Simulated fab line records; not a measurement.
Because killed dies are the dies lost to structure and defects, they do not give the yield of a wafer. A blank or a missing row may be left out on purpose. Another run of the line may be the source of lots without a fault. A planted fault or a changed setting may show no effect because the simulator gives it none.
The tool behind it: which one? :: flow n5-finfet :: 11 lots, 33 wafers sampled, at 5 steps of a route of 1938

## WHAT EACH GAUGE READ, for each wafer
N5_BEOL_M4_RC_MEAS_101. Usual: DIBL_N 35.9 mV/V, standard deviation 2.5; DIBL_P 36.0 mV/V, standard deviation 3; IOFF_N 0.16 nA/um, standard deviation 0.047; IOFF_P 0.21 nA/um, standard deviation 0.047; ION_N 671 uA/um, standard deviation 14; ION_P 460 uA/um, standard deviation 8.8; SS_N 71.5 mV/dec, standard deviation 0.73; SS_P 73.2 mV/dec, standard deviation 0.91; VT_N 250 mV, standard deviation 4.3; VT_P -251 mV, standard deviation 3.6.
lot: L197
measured: day 7 22:47
on: prober-01
DIBL_N (mV/V): 35.4 32.2 35.9
DIBL_P (mV/V): 36.4 32.9 37.2
IOFF_N (nA/um): 0.15 0.11 0.16
IOFF_P (nA/um): 0.18 0.16 0.20
ION_N (uA/um): 667 653 682
ION_P (uA/um): 451 451 467
SS_N (mV/dec): 71.5 70.5 71.4
SS_P (mV/dec): 73.3 72.3 73.0
VT_N (mV): 253 252 250
VT_P (mV): -254 -254 -254
flag: 

lot: L198
measured: day 8 14:56
on: prober-02
DIBL_N (mV/V): 39.5 36.4 35.5
DIBL_P (mV/V): 41.7 37.2 36.5
IOFF_N (nA/um): 0.27 0.17 0.18
IOFF_P (nA/um): 0.31 0.23 0.23
ION_N (uA/um): 692 671 690
ION_P (uA/um): 472 465 472
SS_N (mV/dec): 72.5 72.1 71.3
SS_P (mV/dec): 74.9 73.7 74.1
VT_N (mV): 240 247 243
VT_P (mV): -245 -248 -249
flag: 

lot: L199
measured: day 8 15:19
on: prober-01
DIBL_N (mV/V): 36.9 33.8 35.2
DIBL_P (mV/V): 36.9 32.7 33.2
IOFF_N (nA/um): 0.17 0.12 0.14
IOFF_P (nA/um): 0.21 0.16 0.17
ION_N (uA/um): 670 657 665
ION_P (uA/um): 456 446 455
SS_N (mV/dec): 71.9 71.5 71.5
SS_P (mV/dec): 72.8 71.5 73.1
VT_N (mV): 250 254 251
VT_P (mV): -249 -253 -254
flag: 

lot: L202
measured: day 8 23:23
on: prober-02
DIBL_N (mV/V): 37.6 40.0 34.1
DIBL_P (mV/V): 35.2 40.5 33.2
IOFF_N (nA/um): 0.16 0.24 0.12
IOFF_P (nA/um): 0.20 0.31 0.17
ION_N (uA/um): 657 689 648
ION_P (uA/um): 450 466 447
SS_N (mV/dec): 72.0 72.2 70.2
SS_P (mV/dec): 73.0 74.5 72.8
VT_N (mV): 254 243 254
VT_P (mV): -249 -243 -254
flag: 

lot: L205
measured: day 10 06:10
on: prober-01
DIBL_N (mV/V): 31.1 34.7 34.7
DIBL_P (mV/V): 29.3 32.3 32.0
IOFF_N (nA/um): 0.08 0.11 0.12
IOFF_P (nA/um): 0.12 0.15 0.14
ION_N (uA/um): 650 642 655
ION_P (uA/um): 452 444 444
SS_N (mV/dec): 69.3 71.4 70.7
SS_P (mV/dec): 70.9 72.0 71.4
VT_N (mV): 257 256 253
VT_P (mV): -257 -253 -253
flag: 

lot: L210
measured: day 11 03:08
on: prober-02
DIBL_N (mV/V): 37.2 36.7 33.2
DIBL_P (mV/V): 37.0 37.9 33.6
IOFF_N (nA/um): 0.18 0.17 0.12
IOFF_P (nA/um): 0.18 0.22 0.15
ION_N (uA/um): 670 678 664
ION_P (uA/um): 450 458 462
SS_N (mV/dec): 71.4 71.9 70.7
SS_P (mV/dec): 72.8 74.4 72.6
VT_N (mV): 248 247 253
VT_P (mV): -253 -252 -255
flag: 

lot: L214
measured: day 12 10:28
on: prober-02
DIBL_N (mV/V): 39.7 38.5 34.5
DIBL_P (mV/V): 41.2 39.9 35.4
IOFF_N (nA/um): 0.27 0.25 0.15
IOFF_P (nA/um): 0.32 0.29 0.23
ION_N (uA/um): 703 690 681
ION_P (uA/um): 470 471 467
SS_N (mV/dec): 73.1 72.2 71.6
SS_P (mV/dec): 74.6 75.1 73.0
VT_N (mV): 241 244 248
VT_P (mV): -245 -245 -249
flag: 

lot: L215
measured: day 12 16:28
on: prober-01
DIBL_N (mV/V): 36.5 38.0 37.2
DIBL_P (mV/V): 36.7 36.8 38.1
IOFF_N (nA/um): 0.16 0.18 0.17
IOFF_P (nA/um): 0.22 0.21 0.25
ION_N (uA/um): 681 690 676
ION_P (uA/um): 465 461 468
SS_N (mV/dec): 70.9 71.8 72.1
SS_P (mV/dec): 73.4 73.0 73.2
VT_N (mV): 250 250 250
VT_P (mV): -249 -252 -249
flag: 

lot: L216
measured: day 12 19:54
on: prober-01
DIBL_N (mV/V): 34.3 35.8 37.4
DIBL_P (mV/V): 34.8 37.5 40.5
IOFF_N (nA/um): 0.13 0.15 0.21
IOFF_P (nA/um): 0.19 0.22 0.29
ION_N (uA/um): 667 654 692
ION_P (uA/um): 460 457 473
SS_N (mV/dec): 71.5 71.7 72.7
SS_P (mV/dec): 73.0 73.7 74.5
VT_N (mV): 253 251 243
VT_P (mV): -252 -249 -244
flag: 

lot: L217
measured: day 13 03:22
on: prober-01
DIBL_N (mV/V): 35.8 38.1 35.3
DIBL_P (mV/V): 35.4 37.6 34.9
IOFF_N (nA/um): 0.17 0.18 0.15
IOFF_P (nA/um): 0.22 0.23 0.22
ION_N (uA/um): 684 678 655
ION_P (uA/um): 471 467 456
SS_N (mV/dec): 71.1 72.0 71.4
SS_P (mV/dec): 73.1 73.7 73.0
VT_N (mV): 249 250 251
VT_P (mV): -247 -249 -249
flag: 

lot: L219
measured: day 13 12:32
on: prober-01
DIBL_N (mV/V): 35.2 39.7 33.6
DIBL_P (mV/V): 33.5 39.0 33.2
IOFF_N (nA/um): 0.12 0.20 0.11
IOFF_P (nA/um): 0.16 0.25 0.16
ION_N (uA/um): 668 673 664
ION_P (uA/um): 458 457 462
SS_N (mV/dec): 71.1 73.0 70.8
SS_P (mV/dec): 73.0 74.5 72.2
VT_N (mV): 254 249 253
VT_P (mV): -252 -250 -254
flag: 

## WHICH TOOL RAN EACH LOT (tool, then ch and the chambers of the sampled wafers, then the start)
lot: L197
N5_BEOL_M2_PRE_CLEAN_45: pvd-sputter-02, day 7 02:48
N5_BEOL_M2_SURFACE_TREAT_85: pvd-sputter-02, day 7 03:17
N5_BEOL_M2_ANNEAL_87: pvd-sputter-02, day 7 04:16
N5_BEOL_M2_ANNEAL_89: pvd-sputter-02, day 7 04:29

lot: L198
N5_BEOL_M2_PRE_CLEAN_45: pvd-sputter-02, day 7 03:22
N5_BEOL_M2_SURFACE_TREAT_85: pvd-sputter-01, day 7 04:19
N5_BEOL_M2_ANNEAL_87: pvd-sputter-03, day 7 05:19
N5_BEOL_M2_ANNEAL_89: pvd-sputter-03, day 7 05:32

lot: L199
N5_BEOL_M2_PRE_CLEAN_45: pvd-sputter-01, day 7 06:04
N5_BEOL_M2_SURFACE_TREAT_85: pvd-sputter-03, day 7 06:52
N5_BEOL_M2_ANNEAL_87: pvd-sputter-01, day 7 08:49
N5_BEOL_M2_ANNEAL_89: pvd-sputter-01, day 7 09:02

lot: L202
N5_BEOL_M2_PRE_CLEAN_45: pvd-sputter-03, day 7 20:04
N5_BEOL_M2_SURFACE_TREAT_85: pvd-sputter-03, day 7 20:35
N5_BEOL_M2_ANNEAL_87: pvd-sputter-03, day 7 22:03
N5_BEOL_M2_ANNEAL_89: pvd-sputter-03, day 7 22:16

lot: L205
N5_BEOL_M2_PRE_CLEAN_45: pvd-sputter-03, day 9 09:22
N5_BEOL_M2_SURFACE_TREAT_85: pvd-sputter-01, day 9 09:40
N5_BEOL_M2_ANNEAL_87: pvd-sputter-03, day 9 10:41
N5_BEOL_M2_ANNEAL_89: pvd-sputter-03, day 9 10:54

lot: L210
N5_BEOL_M2_PRE_CLEAN_45: pvd-sputter-01, day 9 21:46
N5_BEOL_M2_SURFACE_TREAT_85: pvd-sputter-03, day 9 22:04
N5_BEOL_M2_ANNEAL_87: pvd-sputter-03, day 9 23:02
N5_BEOL_M2_ANNEAL_89: pvd-sputter-03, day 9 23:15

lot: L214
N5_BEOL_M2_PRE_CLEAN_45: pvd-sputter-03, day 11 07:35
N5_BEOL_M2_SURFACE_TREAT_85: pvd-sputter-03, day 11 07:52
N5_BEOL_M2_ANNEAL_87: pvd-sputter-03, day 11 08:51
N5_BEOL_M2_ANNEAL_89: pvd-sputter-03, day 11 09:04

lot: L215
N5_BEOL_M2_PRE_CLEAN_45: pvd-sputter-01, day 11 19:11
N5_BEOL_M2_SURFACE_TREAT_85: pvd-sputter-03, day 11 19:33
N5_BEOL_M2_ANNEAL_87: pvd-sputter-01, day 11 20:39
N5_BEOL_M2_ANNEAL_89: pvd-sputter-01, day 11 20:52

lot: L216
N5_BEOL_M2_PRE_CLEAN_45: pvd-sputter-01, day 11 19:21
N5_BEOL_M2_SURFACE_TREAT_85: pvd-sputter-01, day 11 19:43
N5_BEOL_M2_ANNEAL_87: pvd-sputter-01, day 11 22:29
N5_BEOL_M2_ANNEAL_89: pvd-sputter-01, day 11 22:43

lot: L217
N5_BEOL_M2_PRE_CLEAN_45: pvd-sputter-03, day 12 01:43
N5_BEOL_M2_SURFACE_TREAT_85: pvd-sputter-02, day 12 02:03
N5_BEOL_M2_ANNEAL_87: pvd-sputter-03, day 12 03:08
N5_BEOL_M2_ANNEAL_89: pvd-sputter-03, day 12 03:22

lot: L219
N5_BEOL_M2_PRE_CLEAN_45: pvd-sputter-01, day 12 06:11
N5_BEOL_M2_SURFACE_TREAT_85: pvd-sputter-02, day 12 06:41
N5_BEOL_M2_ANNEAL_87: pvd-sputter-02, day 12 07:55
N5_BEOL_M2_ANNEAL_89: pvd-sputter-02, day 12 08:08
- N5_BEOL_M2_PRE_CLEAN_45: time 30 s.
- N5_BEOL_M2_SURFACE_TREAT_85
- N5_BEOL_M2_ANNEAL_87: time 240 s.
- N5_BEOL_M2_ANNEAL_89: time 240 s.

## WHAT THE TOOLS THEMSELVES READ (means of the sampled wafers that have a number; where no wafer has one, the mark that the record gives instead)
N5_BEOL_M2_PRE_CLEAN_45. Usual: 331 W for heater-power-w, sd 16.
lot: L197
tool: pvd-sputter-02
heater-power-w (W): 340
flag: 

lot: L198
tool: pvd-sputter-02
heater-power-w (W): 325
flag: 

lot: L199
tool: pvd-sputter-01
heater-power-w (W): 337
flag: 

lot: L202
tool: pvd-sputter-03
heater-power-w (W): 348
flag: 

lot: L205
tool: pvd-sputter-03
heater-power-w (W): 318
flag: 

lot: L210
tool: pvd-sputter-01
heater-power-w (W): 332
flag: 

lot: L214
tool: pvd-sputter-03
heater-power-w (W): 329
flag: 

lot: L215
tool: pvd-sputter-01
heater-power-w (W): 329
flag: 

lot: L216
tool: pvd-sputter-01
heater-power-w (W): 332
flag: 

lot: L217
tool: pvd-sputter-03
heater-power-w (W): 324
flag: 

lot: L219
tool: pvd-sputter-01
heater-power-w (W): 322
flag: 

N5_BEOL_M2_ANNEAL_87. Usual: heater-power-w 829 W, standard deviation 39; susceptor-temp-C 400.02 C, standard deviation 0.23.
lot: L197
tool: pvd-sputter-02
heater-power-w (W): 812
susceptor-temp-C (C): 399.95
flag: 

lot: L198
tool: pvd-sputter-03
heater-power-w (W): 874
susceptor-temp-C (C): 400.01
flag: 

lot: L199
tool: pvd-sputter-01
heater-power-w (W): 825
susceptor-temp-C (C): 400.04
flag: 

lot: L202
tool: pvd-sputter-03
heater-power-w (W): 858
susceptor-temp-C (C): 400.02
flag: 

lot: L205
tool: pvd-sputter-03
heater-power-w (W): 817
susceptor-temp-C (C): 400.02
flag: 

lot: L210
tool: pvd-sputter-03
heater-power-w (W): 843
susceptor-temp-C (C): 400.14
flag: 

lot: L214
tool: pvd-sputter-03
heater-power-w (W): 829
susceptor-temp-C (C): 399.82
flag: 

lot: L215
tool: pvd-sputter-01
heater-power-w (W): 814
susceptor-temp-C (C): 400.02
flag: 

lot: L216
tool: pvd-sputter-01
heater-power-w (W): 812
susceptor-temp-C (C): 399.90
flag: 

lot: L217
tool: pvd-sputter-03
heater-power-w (W): 863
susceptor-temp-C (C): 399.87
flag: 

lot: L219
tool: pvd-sputter-02
heater-power-w (W): 855
susceptor-temp-C (C): 400.08
flag: 

N5_BEOL_M2_ANNEAL_89. Usual: heater-power-w 831 W, standard deviation 41; susceptor-temp-C 400.00 C, standard deviation 0.22.
lot: L197
tool: pvd-sputter-02
heater-power-w (W): 815
susceptor-temp-C (C): 399.92
flag: 

lot: L198
tool: pvd-sputter-03
heater-power-w (W): 886
susceptor-temp-C (C): 400.04
flag: 

lot: L199
tool: pvd-sputter-01
heater-power-w (W): 821
susceptor-temp-C (C): 400.18
flag: 

lot: L202
tool: pvd-sputter-03
heater-power-w (W): 858
susceptor-temp-C (C): 399.93
flag: 

lot: L205
tool: pvd-sputter-03
heater-power-w (W): 818
susceptor-temp-C (C): 400.02
flag: 

lot: L210
tool: pvd-sputter-03
heater-power-w (W): 827
susceptor-temp-C (C): 399.88
flag: 

lot: L214
tool: pvd-sputter-03
heater-power-w (W): 844
susceptor-temp-C (C): 400.06
flag: 

lot: L215
tool: pvd-sputter-01
heater-power-w (W): -
susceptor-temp-C (C): -
flag: OFF

lot: L216
tool: pvd-sputter-01
heater-power-w (W): -
susceptor-temp-C (C): -
flag: OFF

lot: L217
tool: pvd-sputter-03
heater-power-w (W): -
susceptor-temp-C (C): -
flag: OFF

lot: L219
tool: pvd-sputter-02
heater-power-w (W): 856
susceptor-temp-C (C): 400.07
flag: 

## THE ANSWER, worked out from the rows above alone
Rule: take the mean of a lot's wafers that have a number; if it is more than 3 standard deviations from the usual mean, the lot is off. Also off: a lot with no number at a reading for which 4 or more lots have one. The other lots that the step has rows for count as sound. The gauges are gone through in route order, then the tools' own readings, and for those a lot's mean is taken as printed above. At the first step where some lot is off, the reading lying furthest off is the one used; lots without a number count as furthest.
Off: L215, L216, L217, at N5_BEOL_M2_ANNEAL_89 (heater-power-w). Without a number there: L215, L216, L217.
A tool fits if, at that step or a process step before it, it ran every lot that is off, and no sound lot after the first of them. No candidate that was tried fits.

## WHAT HAD BEEN PUT IN BY THE SIMULATOR
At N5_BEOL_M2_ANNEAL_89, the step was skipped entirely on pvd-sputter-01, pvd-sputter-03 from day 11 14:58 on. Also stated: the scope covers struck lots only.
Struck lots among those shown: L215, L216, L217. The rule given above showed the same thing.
